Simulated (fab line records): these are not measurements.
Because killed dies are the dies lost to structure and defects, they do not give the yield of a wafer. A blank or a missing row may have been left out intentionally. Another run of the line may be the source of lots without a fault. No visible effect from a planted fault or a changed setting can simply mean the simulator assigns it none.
Chamber matching -- flow nand-harc -- rie-diel-13 running NHARC_P_CONTACT_ETCH_35: 4 sister chambers
The step etches the open film in CF4, target depth 39 nm, time 65 s. 7 wafers are shown with their chamber, then 7 later ones without.

## WAFERS, EACH WITH ITS CHAMBER
wafer,chamber,rf-vpp-V (V),oes-product-au (a.u.)
L082.3,1,152.0,0.980
L084.5,3,151.4,1.016
L090.3,0,151.8,1.016
L090.4,2,149.0,1.001
L090.5,2,149.4,1.006
L092.1,1,150.8,1.024
L092.2,0,151.5,1.022

## WAFERS WITH NO CHAMBER GIVEN
wafer,rf-vpp-V (V),oes-product-au (a.u.)
L092.3,151.3,0.997
L093.1,148.3,0.995
L093.4,151.1,1.020
L093.5,150.7,1.032
L097.1,150.5,0.992
L097.2,150.6,1.007
L097.6,151.4,1.026

## THE CHAMBER EACH PASSED THROUGH
wafer,from the rows above,in truth
L092.3,can't be placed: 1 or 3 or 0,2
L093.1,2,2
L093.4,can't be placed: 3 or 0 or 1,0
L093.5,can't be placed: 3 or 0 or 1 or 2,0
L097.1,can't be placed: 1 or 3 or 2 or 0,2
L097.2,can't be placed: 1 or 3 or 0 or 2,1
L097.6,can't be placed: 3 or 0 or 1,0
Placed correctly: 1 of 7. From these rows, 6 cannot be placed; in 5 the true chamber is one of the candidates. 0 placed wrongly.
How it was worked out, from the rows above alone: a wafer's distance from a chamber is the root of the sum, over the readings, of the square of ((its reading less the chamber's mean) divided by the reading's scatter). If the next closest chamber is less than 2 further off than the closest, the wafer can't be placed; otherwise it belongs to the closest. For every chamber, the mean is computed from those of its wafers that are shown. How the scatter is found: for the shown wafers, subtract from each reading the mean of its chamber, square and add these, divide the total by (wafers less chambers), then take the root.
